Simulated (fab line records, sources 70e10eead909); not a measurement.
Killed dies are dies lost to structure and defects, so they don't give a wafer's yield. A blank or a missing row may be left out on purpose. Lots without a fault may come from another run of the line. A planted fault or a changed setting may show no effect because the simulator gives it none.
A struck lot beside a sound one | flow nand_harc | 14 steps out of a route of 1302
Sound: wafers L766.2, L766.4, L766.5. Struck: wafer L763.1. (L763.6 of the same lot was not struck and is left out.) The cause comes at the end.
At each step with rows: each side's tool, then ch and its chambers, then its first start. Under that, the readings that differ: sound wafers | struck wafers | difference of the means | sigmas: that difference in standard deviations of wafers without a fault.
alike: readings whose means differ by less than 2 such deviations, and words and numbers that are the same on both sides. not compared: withheld readings, readings that some wafer has no value for, bounds like >300 that may hide the same value, and numbers for which the record gives no deviation and whose values overlap.
The two part at a step that has a row with sigmas, a row that says differs or no value, or rows on one side only. Numbers that don't overlap but have no deviation are shown without sigmas and don't part them. A reading that every wafer of one side lacks parts them only if that side has two wafers or more.

NHARC_A_WL_FILL_ALD_10: deposits SiO2, target thk 50 nm, pulse time 10 s, ald cycles 500.
  sound on ald_hk-01 ch 0,2,3, day 26 20:00; struck on ald_hk-01 ch 3, day 24 18:02
  alike: heater_power_w, precursor_pulse_height_rel
NHARC_A_WL_FILL_ETCHBACK_16: etches the open film in C4F8/O2/Ar, target depth 120 nm, time 24 s.
  sound on rie_diel-13 ch 0,3; struck on rie_diel-12 ch 3
  alike: oes_product_au, rf_vpp_V
  not compared: rf_hours_counter_h
NHARC_A_WL_FILL_STRIP_29: strips in O2, time 20 s.
  sound on rie_diel-13 ch 1,2,3, day 27 00:42; struck on rie_diel-12 ch 0, day 24 21:16
  alike: drypump_motor_current_A, oes_product_au, rf_vpp_V, showerhead_plenum_p_Torr, throttle_valve_pct
  not compared: rf_hours_counter_h
then, 4 steps without rows for these wafers: NHARC_A_WL_FILL_ETCHBACK_17 (etches the open film in Cl2/BCl3, target depth 4 nm, time 26.7 s); NHARC_A_WL_FILL_PRECLEAN_18 (cleans in dHF, time 30 s); NHARC_A_WL_FILL_SRD_21; NHARC_A_WL_FILL_CVD_23 (deposits poly-Si, target thk 40 nm, time 800 s).
NHARC_A_WL_FILL_ETCHBACK_26: etches the open film in HBr, target depth 52 nm, time 13.3 s.
  sound on rie_si-06 ch 0,2, day 27 05:58; struck on rie_si-02 ch 1, day 25 03:14
  reading               | sound             | struck | difference | sigmas
  oes_product_au (a.u.) | 0.997 0.991 0.994 | 1.027  | +0.033     | +3
  alike: drypump_motor_current_A, throttle_valve_pct
  not compared: rf_hours_counter_h
then, 2 steps without rows for these wafers: NHARC_A_WL_FILL_PRECLEAN_30 (cleans in dHF, time 10 s); NHARC_A_WL_FILL_SRD_14.
NHARC_A_WL_FILL_ALD_19: deposits TiN, target thk 2 nm, pulse time 3 s, ald cycles 100.
  sound on ald_metal-02 ch 1,2, day 27 06:15; struck on ald_metal-02 ch 0, day 25 03:31
  reading            | sound         | struck | difference | sigmas
  heater_power_w (W) | 889 1060 1087 | 1253   | +241       | +2
  alike: precursor_pulse_height_rel
NHARC_A_WL_FILL_CVD_20: deposits W, target thk 100 nm, time 74 s.
  sound on cvd_w-01 ch 0,1, day 27 06:28; struck on cvd_w-02 ch 0, day 25 03:43
  alike: heater_power_w, throttle_valve_pct
NHARC_A_WL_FILL_CMP_12: polishes, t overpolish 30 s, target thk 100 nm.
  sound on cmp-01 ch 0,1,2, day 27 06:37; struck on cmp-02 ch 2, day 25 03:55
  reading                | sound          | struck | difference | sigmas
  motor_current_A (A)    | 11.5 9.6 10.8  | 13.2   | +2.6       | +2
  time_to_endpoint_s (s) | 15.8 23.2 21.8 | 6.5    | -13.8      | -5
  alike: overpolish_run_s
then, 1 step without rows for these wafers: NHARC_END_SORT_01.

WHERE THEY PART
First at NHARC_A_WL_FILL_ETCHBACK_26; last, within this record, at NHARC_A_WL_FILL_CMP_12.

WHY: what the simulator had put in
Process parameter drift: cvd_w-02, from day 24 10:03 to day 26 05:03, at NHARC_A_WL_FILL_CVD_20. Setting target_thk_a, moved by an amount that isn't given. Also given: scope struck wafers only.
